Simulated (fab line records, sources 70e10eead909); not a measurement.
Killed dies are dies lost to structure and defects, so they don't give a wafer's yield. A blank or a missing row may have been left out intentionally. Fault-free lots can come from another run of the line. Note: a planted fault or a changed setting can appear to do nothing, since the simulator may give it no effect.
fab line records	flow nandHarc
record lots=12	wafers=36	lastDay=24
route steps=1159 shown A_ONON_D1@429 A_CHANNEL_HOLE_D1@471 A_CHANNEL_FILL_D1@492 END@1159
lots that met no fault: taken from a fault-free run of the same line
startH: the number of hours between the record's first day and the start of the first shown wafer of the lot	waitH: hours elapsed since this lot's preceding step	" as in the row above	L1.1+2: one row covering several wafers at once	- no value, or no start given	* or withheld: withheld	< > ~ a bound
route shown NAME@n: names a module that has steps shown in the file, with the first one's number in the route	usual: mean/standard deviation taken from wafers without a fault	same: alike in all rows	chamber/n: place in a boat	sites: the reading at each site	_std_site: how widely they spread, as a standard deviation	_edge_site: inner sites' mean taken away from outer sites' mean	radiusMm: how far each site lies from the wafer's centre	mask NAME#n: copy n	behind: the tool/chamber that last shaped the wafer	hold: reason for holding the lot/hours on hold/outcome of the hold	device: whichever transistor did not switch (one of n, p or np)	end of line: tests of these same wafers at the route's end	for a step that has no rows: nothing shown but its recipe	killed: the dies lost at the first sort to structure and to defects; this is not the yield of the wafer	map: the dies of a wafer, with x for killed, . for not killed, _ for no die there
set.NAME: the run value of the setting; set.NAME@STEP: its run value at that earlier step	model.NAME: the simulator's own value behind a step, which no gauge read
one table for each step of the route and one row for each wafer, over a sample of lots
services: the hour from which a tool's chamber was out of use, counted from the record's first day as startH (under 0 if before that day), plus the number of hours and why
## steps
# step NHARC_A_ONON_D1_THK_MEAS_08
# recipe thkMeasGauge=ellipsometry
# usual thkNm=997/12
lot.wafer	tool	chamber	startH	waitH	thkNm
L137.1	filmMetro-01	-	171.40	-	973
L137.2	"	-	"	"	973
L137.5	"	-	"	"	973
L139.1	filmMetro-02	-	171.43	-	1002
L139.5	"	-	"	"	1003
L139.6	"	-	"	"	1003
L138.1	filmMetro-02	-	171.48	-	993
L138.2	"	-	"	"	991
L138.4	"	-	"	"	993
L140.1	filmMetro-01	-	181.34	-	989
L140.3	"	-	"	"	988
L140.6	"	-	"	"	988
L144.2	filmMetro-02	-	197.93	-	1002
L144.3	"	-	"	"	1003
L144.4	"	-	"	"	1001
L145.2	filmMetro-02	-	197.97	-	981
L145.3	"	-	"	"	982
L145.5	"	-	"	"	979
L147.1	filmMetro-02	-	210.60	-	1006
L147.4	"	-	"	"	1006
L147.6	"	-	"	"	1007
L148.2	filmMetro-01	-	239.04	-	1010
L148.3	"	-	"	"	1011
L148.6	"	-	"	"	1011
L154.1	filmMetro-02	-	262.32	-	1009
L154.3	"	-	"	"	1007
L154.4	"	-	"	"	1010
L156.4	filmMetro-02	-	262.68	-	1000
L156.5	"	-	"	"	1004
L156.6	"	-	"	"	1003
L158.1	filmMetro-02	-	284.95	-	1026
L158.2	"	-	"	"	1027
L158.4	"	-	"	"	1028
L160.1	filmMetro-01	-	292.34	-	1011
L160.5	"	-	"	"	1013
L160.6	"	-	"	"	1014
# step NHARC_A_CHANNEL_HOLE_D1_ETCH_19
# recipe biasV=1200	sourceW=2500	pressureMtorr=15	timeS=34.5	arFlowSccm=375	c4f8FlowSccm=28.8	o2FlowSccm=96.2	tempC=-20	targetDepthA=*	chemistry=C4F8/O2/Ar
# usual biasV=1200/12	drypumpMotorCurrentA=5.8/0.39	showerheadPlenumPTorr=3.74/0.12	throttleValvePct=37.038/0.0082
lot.wafer	tool	chamber	startH	waitH	biasV	drypumpMotorCurrentA	rfHoursCounterH	showerheadPlenumPTorr	throttleValvePct
L139.1	harEtch-02	0	186.67	0.1	1197	5.9	94	3.88	37.042
L139.5	"	1	"	"	1204	6.2	-	3.64	37.035
L139.6	"	0	"	"	1217	6.0	-	3.87	37.037
L137.1	harEtch-01	0	186.81	0.1	1184	5.4	192	3.87	37.048
L137.2	"	1	"	"	1221	5.1	192	3.65	37.044
L137.5	"	1	"	"	1218	5.2	-	3.65	37.036
L138.1	harEtch-02	0	190.80	3.6	1195	6.0	98	3.87	37.035
L138.2	"	1	"	"	1198	6.2	98	3.63	37.062
L138.4	"	1	"	"	1202	6.2	-	3.63	37.038
L140.1	harEtch-01	1	198.45	0.1	1196	5.2	202	3.65	37.042
L140.3	"	1	"	"	1197	5.2	-	3.65	37.047
L140.6	"	0	"	"	1204	5.4	-	3.87	37.039
L145.2	harEtch-02	1	214.00	0.1	1197	6.2	113	3.63	37.032
L145.3	"	1	"	"	1187	6.2	-	3.63	37.048
L145.5	"	1	"	"	1193	6.1	-	3.63	37.032
L144.2	harEtch-01	0	215.02	0.8	1220	5.4	209	3.86	37.037
L144.4	"	1	"	"	1215	5.2	-	3.64	37.048
L144.3	"	0	"	"	1207	5.4	-	3.86	37.029
L147.1	harEtch-01	0	228.03	0.1	1186	5.4	213	3.86	37.036
L147.4	"	0	"	"	1187	5.4	-	3.86	37.033
L147.6	"	1	"	"	1190	5.2	-	3.64	37.045
L148.2	harEtch-01	0	258.43	0.1	1198	5.4	222	3.86	37.033
L148.3	"	0	"	"	1192	5.4	-	3.85	37.031
L148.6	"	0	"	"	1204	5.4	-	3.86	37.021
L156.4	harEtch-02	0	278.88	0.1	1192	6.0	-	3.85	37.045
L156.5	"	0	"	"	1197	6.0	-	3.85	37.041
L156.6	"	1	"	"	1204	6.2	-	3.61	37.057
L154.1	harEtch-02	0	282.99	2.3	1202	6.0	145	3.85	37.033
L154.4	"	0	"	"	1199	6.0	-	3.85	37.033
L154.3	"	1	"	"	1193	6.2	-	3.61	37.034
L158.1	harEtch-02	1	301.84	0.1	1197	6.2	151	3.61	37.040
L158.2	"	0	"	"	1213	6.0	151	3.84	37.033
L158.4	"	0	"	"	1208	6.0	-	3.84	37.035
L160.1	harEtch-02	1	312.77	0.1	1183	6.2	158	3.60	37.033
L160.5	"	1	"	"	1177	6.2	-	3.60	37.048
L160.6	"	0	"	"	1200	6.0	-	3.84	37.032
# step NHARC_A_CHANNEL_HOLE_D1_INSPECT_40
# usual rawDefectCount=62/16
lot.wafer	tool	chamber	startH	waitH	rawDefectCount
L139.1	defectInspect-01	-	192.49	-	70
L139.5	"	-	"	"	54
L139.6	"	-	"	"	67
L137.1	defectInspect-02	-	192.55	-	59
L137.2	"	-	"	"	77
L137.5	"	-	"	"	69
L138.1	defectInspect-02	-	196.51	-	56
L138.2	"	-	"	"	35
L138.4	"	-	"	"	47
L140.1	defectInspect-01	-	204.46	-	64
L140.3	"	-	"	"	49
L140.6	"	-	"	"	45
L145.2	defectInspect-01	-	219.70	-	53
L145.3	"	-	"	"	39
L145.5	"	-	"	"	47
L144.2	defectInspect-02	-	220.87	-	77
L144.3	"	-	"	"	80
L144.4	"	-	"	"	93
L147.1	defectInspect-01	-	234.08	-	780
L147.4	"	-	"	"	783
L147.6	"	-	"	"	820
L148.2	defectInspect-02	-	264.15	-	755
L148.3	"	-	"	"	750
L148.6	"	-	"	"	786
L156.4	defectInspect-02	-	284.91	-	74
L156.5	"	-	"	"	56
L156.6	"	-	"	"	63
L154.1	defectInspect-02	-	288.97	-	56
L154.3	"	-	"	"	43
L154.4	"	-	"	"	57
L158.1	defectInspect-01	-	307.58	-	55
L158.2	"	-	"	"	50
L158.4	"	-	"	"	44
L160.1	defectInspect-01	-	318.49	-	56
L160.5	"	-	"	"	66
L160.6	"	-	"	"	55
# step NHARC_A_CHANNEL_FILL_D1_ALD_02
# recipe targetThkA=60	pulseTimeS=10	aldCycles=60	tempC=300	material=SiO2
# usual heaterPowerW=463/45	precursorPulseHeightRel=1.000/0.02
lot.wafer	tool	chamber	startH	waitH	heaterPowerW	precursorPulseHeightRel
L139.1	aldHk-02	1	192.68	-	491	1.031
L139.5	"	1	"	"	494	0.995
L139.6	"	2	"	"	442	0.991
L137.2	aldHk-02	1	193.11	-	482	1.032
L137.1	"	0	"	"	481	0.984
L137.5	"	1	"	"	485	1.008
L138.2	aldHk-03	3	196.70	-	446	0.992
L138.4	"	0	"	"	488	0.985
L138.1	"	2	"	"	423	1.006
L140.1	aldHk-01	1	204.84	-	523	1.005
L140.3	"	3	"	"	546	0.998
L140.6	"	2	"	"	408	0.978
L145.2	aldHk-03	1	219.97	-	448	0.998
L145.3	"	2	"	"	419	0.995
L145.5	"	1	"	"	435	0.980
L144.3	aldHk-01	1	221.14	-	517	1.002
L144.4	"	2	"	"	408	0.997
L144.2	"	3	"	"	565	1.000
L147.4	aldHk-02	3	236.92	-	445	0.978
L147.1	"	0	"	"	480	1.015
L147.6	"	1	"	"	490	1.018
L148.2	aldHk-01	3	264.49	-	525	0.971
L148.3	"	0	"	"	399	1.009
L148.6	"	2	"	"	416	0.986
L156.4	aldHk-01	2	285.11	-	412	1.001
L156.5	"	2	"	"	412	0.986
L156.6	"	3	"	"	528	0.998
L154.3	aldHk-01	2	289.28	-	413	0.999
L154.1	"	3	"	"	532	0.972
L154.4	"	1	"	"	509	0.982
L158.2	aldHk-01	2	307.78	-	419	0.938
L158.4	"	3	"	"	532	1.014
L158.1	"	1	"	"	512	1.037
L160.1	aldHk-01	2	318.90	-	403	0.994
L160.5	"	3	"	"	537	1.006
L160.6	"	0	"	"	394	0.982
# step NHARC_A_CHANNEL_FILL_D1_STRIP_29
# recipe timeS=20	o2FlowSccm=500	arFlowSccm=0	biasW=0	chemistry=O2
# usual drypumpMotorCurrentA=5.7/0.56	oesProductAu=1.004/0.011	rfVppV=58.1/0.88	showerheadPlenumPTorr=3.60/0.19	throttleValvePct=17.034/0.0087
lot.wafer	tool	chamber	startH	waitH	drypumpMotorCurrentA	oesProductAu	rfHoursCounterH	rfVppV	showerheadPlenumPTorr	throttleValvePct
L137.2	rieDiel-09	2	-	-	6.5	0.993	4	57.0	3.77	17.024
L137.1	"	1	"	"	5.2	1.004	4	56.5	3.73	17.046
L137.5	"	2	"	"	6.5	0.989	-	58.2	3.77	17.011
L139.1	rieDiel-03	0	235.28	0.1	4.8	1.014	1	57.7	3.35	17.043
L139.5	"	3	"	"	5.8	1.016	-	57.3	3.36	17.039
L139.6	"	0	"	"	4.8	1.021	-	55.8	3.35	17.038
L138.2	rieDiel-03	3	243.23	0.3	5.8	1.014	1	57.2	3.36	17.035
L138.1	"	0	"	"	4.7	1.025	1	58.2	3.35	17.024
L138.4	"	0	"	"	4.7	1.018	-	58.7	3.35	17.027
L140.1	rieDiel-03	0	248.89	0.6	4.8	1.016	1	57.7	3.35	17.021
L140.3	"	3	"	"	5.8	1.019	-	56.0	3.36	17.028
L140.6	"	3	"	"	5.7	1.007	-	57.7	3.36	17.040
L144.4	rieDiel-02	3	-	-	5.1	0.995	18	58.3	3.62	17.051
L144.3	"	0	"	"	5.5	0.974	19	57.5	3.54	17.041
L144.2	"	1	"	"	5.5	0.987	19	58.9	3.68	17.036
L145.2	rieDiel-03	1	-	-	6.0	0.997	0	57.8	3.69	17.033
L145.3	"	2	"	"	6.2	0.990	1	58.5	3.80	17.030
L145.5	"	0	"	"	4.7	1.009	-	57.6	3.35	17.035
L147.1	rieDiel-03	0	-	-	4.7	1.011	3	56.0	3.35	17.029
L147.4	"	3	"	"	5.8	1.018	3	56.1	3.35	17.043
L147.6	"	0	"	"	4.7	1.016	-	58.0	3.35	17.041
L148.2	rieDiel-09	1	-	-	5.2	1.016	1	58.7	3.73	17.027
L148.3	"	2	"	"	6.5	0.990	1	59.0	3.77	17.036
L148.6	"	1	"	"	5.2	1.010	-	59.4	3.73	17.048
L156.4	rieDiel-09	1	-	-	5.3	1.015	1	58.3	3.73	17.037
L156.5	"	3	"	"	6.0	1.009	-	57.4	3.45	17.033
L156.6	"	0	"	"	5.7	0.993	-	59.6	3.79	17.053
L154.3	rieDiel-09	1	-	-	5.3	1.012	2	58.7	3.73	17.028
L154.4	"	2	"	"	6.5	0.991	2	59.3	3.77	17.035
L154.1	"	3	"	"	6.0	1.023	2	58.0	3.45	17.038
L158.1	rieDiel-03	0	-	-	4.7	1.004	5	57.0	3.35	17.041
L158.4	"	2	"	"	6.3	0.991	4	58.6	3.80	17.035
L158.2	"	3	"	"	5.8	1.004	5	59.1	3.35	17.019
L160.1	rieDiel-03	3	-	-	5.8	0.995	6	56.3	3.35	17.018
L160.5	"	1	"	"	6.0	0.987	-	58.7	3.69	17.027
L160.6	"	2	"	"	6.2	0.995	-	58.9	3.80	17.020
# step NHARC_END_SORT_01
# recipe tempC=25
# usual killedAtArray=28/8.6	killedAtOther=0.7/1.2	killedAtPeriphery=3.1/2.3	killedDies=32/8.7	killedOpen=3.2/1.7	killedShort=2.0/1.5
# same grossDies=677
lot.wafer	tool	chamber	startH	waitH	killedAtArray	killedAtOther	killedAtPeriphery	killedDies	killedOpen	killedShort
L147.1	prober-01	0	500.71	2.5	110	2	4	116	7	5
L147.4	prober-01	0	503.11	3.4	95	1	3	99	3	1
L147.6	prober-01	0	504.72	4.0	99	1	4	104	2	2
L148.2	prober-01	0	509.39	2.8	115	0	1	116	3	1
L148.3	prober-01	0	510.19	3.1	114	0	0	114	1	0
L148.6	prober-01	0	512.61	4.0	125	0	3	128	1	3
# killed by level:class
L147.1 A_CHANNEL_HOLE_D1:unspecified=91 A_CHANNEL_HOLE_D1:chamberFilmFlake=3 A_ONON_D1:geometricParticle:open=2 A_BLC:geometricParticle:open=2 P_STI:chamberFilmFlake=2 A_WL_FILL:chamberFilmFlake=2 THIN_TSV:chamberFilmFlake=2 P_GATE:geometricParticle:open=1
L147.4 A_CHANNEL_HOLE_D1:unspecified=89 A_WL_FILL:chamberFilmFlake=2 P_CONTACT:geometricParticle:short=1 P_CONTACT:geometricParticle:open=1 A_CONTACT:geometricParticle:open=1 A_BLC:geometricParticle:open=1 P_STI:chamberFilmFlake=1 A_CHANNEL_HOLE_D1:chamberFilmFlake=1
L147.6 A_CHANNEL_HOLE_D1:unspecified=90 P_STI:chamberFilmFlake=4 A_CHANNEL_HOLE_D1:chamberFilmFlake=3 A_CHANNEL_HOLE_D1:geometricParticle:open=1 A_CHANNEL_FILL_D1:geometricParticle:short=1 A_WL_FILL:geometricParticle:short=1 A_CONTACT:geometricParticle:open=1 A_WL_FILL:chamberFilmFlake=1
L148.2 A_CHANNEL_HOLE_D1:unspecified=91 A_SLIT:chamberFilmFlake=11 A_CHANNEL_HOLE_D1:chamberFilmFlake=3 A_WL_FILL:chamberFilmFlake=3 A_STAIRCASE:chamberFilmFlake=2 P_M0:geometricParticle:open=1 A_SOURCE_PLATE:geometricParticle:short=1 A_ONON_D1:geometricParticle:open=1
L148.3 A_CHANNEL_HOLE_D1:unspecified=93 A_SLIT:chamberFilmFlake=11 A_STAIRCASE:chamberFilmFlake=3 A_WL_FILL:chamberFilmFlake=3 A_CHANNEL_HOLE_D1:chamberFilmFlake=2 A_CONTACT:geometricParticle:open=1 A_SGD_CUT:chamberFilmFlake=1
L148.6 A_CHANNEL_HOLE_D1:unspecified=92 A_SLIT:chamberFilmFlake=15 A_CHANNEL_HOLE_D1:chamberFilmFlake=5 A_WL_FILL:chamberFilmFlake=5 A_SGD_CUT:chamberFilmFlake=3 A_CHANNEL_FILL_D1:chamberFilmFlake=2 P_ZERO_WELL:geometricParticle:short=1 P_GATE:geometricParticle:open=1
## services
tool	chamber	startH	hours	kind
rieDiel-03	0	169.80	-	clean
rieDiel-03	1	169.80	-	clean
rieDiel-03	2	169.80	-	clean
rieDiel-03	3	169.80	-	clean
rieDiel-03	0	194.30	-	clean
rieDiel-03	1	194.30	-	clean
rieDiel-03	2	194.30	-	clean
rieDiel-03	3	194.30	-	clean
rieDiel-03	-	215.30	9.0	pm
rieDiel-03	0	215.30	9.0	ventCycle
rieDiel-03	1	215.30	39.3	ventCycle
rieDiel-03	2	215.30	9.0	ventCycle
aldHk-01	-	228.00	10.0	pm
aldHk-03	-	228.71	0.3	repair
rieDiel-03	2	235.27	26.1	repair
rieDiel-03	0	241.72	1.2	repair
rieDiel-09	-	254.10	9.0	pm
harEtch-01	-	307.58	17.0	pm
rieDiel-03	-	309.73	0.5	repair
aldHk-01	-	319.77	6.8	repair
rieDiel-02	-	327.83	9.0	pm
rieDiel-03	2	328.85	3.4	repair
rieDiel-02	2	351.49	19.5	repair
rieDiel-02	0	361.33	4.1	repair
## key
firstSign step=NHARC_A_CHANNEL_HOLE_D1_INSPECT_40	reading=rawDefectCount	direction=up	sigmas=46	usual=62	struck=779
effect step=NHARC_END_SORT_01	reading=killedAtArray	direction=up	sigmas=9.5	usual=28	struck=110
moreKillsBornAt NHARC_A_CHANNEL_HOLE_D1_ETCH_19@harEtch-01=475
metAt NHARC_A_CHANNEL_HOLE_D1_ETCH_19
struckLots L147,L148
testerLeftOut L147,L148
notActingAt NHARC_A_ONON_D1_THK_MEAS_08,NHARC_A_CHANNEL_FILL_D1_ALD_02,NHARC_A_CHANNEL_FILL_D1_STRIP_29
onsetBetween 215.02 228.03
fault kind=chamberParticleSource	tool=harEtch-01	chamber=-	onsetH=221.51	steps=NHARC_A_CHANNEL_HOLE_D1_ETCH_19	ratePerVisitCm2=1.0758	endH=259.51
# testerLeftOut: of these lots the tester's yield and bins aren't shown, on N5 and GAA mostly nor the transistor test; their killed dies are dies lost to structure and defects alone, not to doping, threshold or leakage, so they don't give the yield
